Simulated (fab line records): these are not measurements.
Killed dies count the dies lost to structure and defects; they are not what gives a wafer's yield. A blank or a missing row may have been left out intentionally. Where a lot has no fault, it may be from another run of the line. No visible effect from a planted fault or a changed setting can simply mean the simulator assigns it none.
Matching of chambers / flow n5 finfet / N5_BEOL_M0_CO_CAP_123 on cvd co-01: 3 sister chambers
The step material Co, precursor CCTBA/H2, target thk 2 nm, time 102.1 s. 3 wafers are shown with their chamber, then 8 later ones without.

## WAFERS PAIRED WITH THEIR CHAMBERS
wafer=L082.6; chamber=1; heater power w (W)=214
wafer=L092.6; chamber=2; heater power w (W)=231
wafer=L094.1; chamber=0; heater power w (W)=198

## WAFERS WITHOUT THEIR CHAMBER
wafer=L094.2; heater power w (W)=238
wafer=L094.5; heater power w (W)=223
wafer=L096.2; heater power w (W)=231
wafer=L096.4; heater power w (W)=217
wafer=L096.6; heater power w (W)=234
wafer=L097.2; heater power w (W)=230
wafer=L097.3; heater power w (W)=222
wafer=L097.6; heater power w (W)=201

## WHICH CHAMBER EACH ONE RAN IN
wafer=L094.2; from the rows above=2; in truth=2
wafer=L094.5; from the rows above=can't be placed: 2 or 1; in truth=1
wafer=L096.2; from the rows above=2; in truth=2
wafer=L096.4; from the rows above=1; in truth=1
wafer=L096.6; from the rows above=2; in truth=2
wafer=L097.2; from the rows above=2; in truth=2
wafer=L097.3; from the rows above=can't be placed: 1 or 2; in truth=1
wafer=L097.6; from the rows above=can't be placed: 0 or 1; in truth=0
5 of 8 placed correctly. From these rows, 3 cannot be placed; in 3 the true chamber is one of the candidates. Wrongly placed: 0.
How it was worked out, from the rows above alone: a wafer's distance from a chamber is the root of the sum, over the readings, of the square of ((its reading less the chamber's mean) divided by the reading's scatter). The wafer belongs to the nearest chamber; if the next one is less than 2 further off, it can't be placed. Each chamber's mean is taken over the wafers shown for it. The scatter: root of mean squared gap, hidden wafer to nearest shown wafer, with one shown wafer a chamber.
